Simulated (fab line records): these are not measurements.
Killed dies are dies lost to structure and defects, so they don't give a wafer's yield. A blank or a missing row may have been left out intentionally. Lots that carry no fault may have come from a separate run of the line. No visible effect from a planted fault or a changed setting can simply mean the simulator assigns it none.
Chamber matching | flow n5_finfet | rie_diel-02 running N5_MOL_CONTACT_COAG_ETCH_67: 4 sister chambers
The step etches SOC in N2/H2, target depth 60 nm, overetch 21 nm, time 101.2 s. 14 wafers are shown with their chamber, then 7 later ones without.

== WAFERS, EACH WITH ITS CHAMBER ==
wafer  | chamber | throttle_valve_pct (%) | showerhead_plenum_p_Torr (Torr) | drypump_motor_current_A (A)
L076.3 | 0       | 18.07                  | 2.45                            | 5.6
L076.4 | 1       | 17.40                  | 2.60                            | 4.9
L076.6 | 0       | 18.06                  | 2.45                            | 5.7
L085.2 | 2       | 18.01                  | 2.64                            | 5.9
L085.4 | 3       | 17.57                  | 2.57                            | 5.4
L085.6 | 2       | 18.01                  | 2.64                            | 5.9
L086.1 | 0       | 18.09                  | 2.44                            | 5.6
L086.2 | 1       | 17.44                  | 2.59                            | 5.0
L086.4 | 2       | 18.02                  | 2.64                            | 5.9
L093.1 | 1       | 17.45                  | 2.58                            | 5.0
L093.2 | 3       | 17.60                  | 2.57                            | 5.4
L093.3 | 0       | 18.12                  | 2.43                            | 5.6
L094.4 | 3       | 17.59                  | 2.57                            | 5.3
L094.5 | 3       | 17.59                  | 2.57                            | 5.4

SIGNATURES (means of the wafers above)
reading                  | chamber 0 | chamber 1 | chamber 2 | chamber 3 | scatter within a chamber
throttle_valve_pct       | 18.0850   | 17.4300   | 18.0133   | 17.5875   | 0.0201
showerhead_plenum_p_Torr | 2.4425    | 2.5900    | 2.6400    | 2.5700    | 0.00689
drypump_motor_current_A  | 5.625     | 4.967     | 5.900     | 5.375     | 0.0465
Rule: distance of a wafer from a chamber = root of the sum over the readings of ((wafer's reading minus chamber's mean) / reading's scatter) squared. The wafer belongs to the nearest chamber; if the next one is less than 2 further off, it can't be placed. The scatter: take each reading less its chamber's mean, square it, sum over the shown wafers, divide by the number of wafers less the number of chambers, and take the root.

== WAFERS MISSING THEIR CHAMBER ==
wafer  | throttle_valve_pct (%) | showerhead_plenum_p_Torr (Torr) | drypump_motor_current_A (A)
L094.6 | 18.04                  | 2.64                            | 5.9
L096.1 | 17.62                  | 2.56                            | 5.4
L096.2 | 17.48                  | 2.58                            | 5.0
L096.4 | 18.12                  | 2.43                            | 5.7
L097.4 | 17.48                  | 2.58                            | 5.0
L097.5 | 17.48                  | 2.58                            | 5.0
L097.6 | 18.14                  | 2.43                            | 5.6

== CHAMBER TAKEN BY EACH ==
wafer  | from the rows above | in truth
L094.6 | 2                   | 2
L096.1 | 3                   | 3
L096.2 | 1                   | 1
L096.4 | 0                   | 0
L097.4 | 1                   | 1
L097.5 | 1                   | 1
L097.6 | 0                   | 0
7 of 7 placed correctly. Can't be placed from these rows: 0. Wrongly placed: 0.
